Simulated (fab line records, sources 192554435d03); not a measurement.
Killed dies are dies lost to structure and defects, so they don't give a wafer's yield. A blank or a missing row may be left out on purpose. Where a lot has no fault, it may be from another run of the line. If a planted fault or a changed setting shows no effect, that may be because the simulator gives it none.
Matching of chambers	flow n5_finfet	N5_BEOL_M5_ILD_DEP_00 on pecvd-02: 3 sister chambers
The step deposits SiCOH lowk from DEMS/porogen, target thk 140.64 nm, time 25.9 s. 3 wafers are shown with their chamber, then 7 later ones without.

WAFERS WITH THEIR CHAMBER
wafer	chamber	throttle_valve_pct (%)
L320.4	0	15.1
L321.1	1	14.1
L321.2	2	14.1

WAFERS MISSING THEIR CHAMBER
wafer	throttle_valve_pct (%)
L321.5	14.1
L332.1	13.7
L332.4	13.9
L332.5	15.2
L335.2	14.0
L335.3	14.4
L335.6	14.1

WHICH CHAMBER EACH WENT THROUGH
wafer	from the rows above	in truth
L321.5	can't be placed: 1 or 2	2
L332.1	can't be placed: 1 or 2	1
L332.4	can't be placed: 1 or 2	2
L332.5	0	0
L335.2	can't be placed: 1 or 2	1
L335.3	can't be placed: 1 or 2 or 0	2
L335.6	can't be placed: 1 or 2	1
Correctly placed: 1 of 7. From these rows, 6 cannot be placed; in 6 the true chamber is one of the candidates. Wrongly placed: 0.
How it was worked out, from the rows above alone: a wafer's distance from a chamber is the root of the sum, over the readings, of the square of ((its reading less the chamber's mean) divided by the reading's scatter). If the next closest chamber is less than 2 further off than the closest, the wafer can't be placed; otherwise it belongs to the closest. For every chamber, the mean is computed from those of its wafers that are shown. The scatter: root of mean squared gap, hidden wafer to nearest shown wafer, with one shown wafer a chamber.
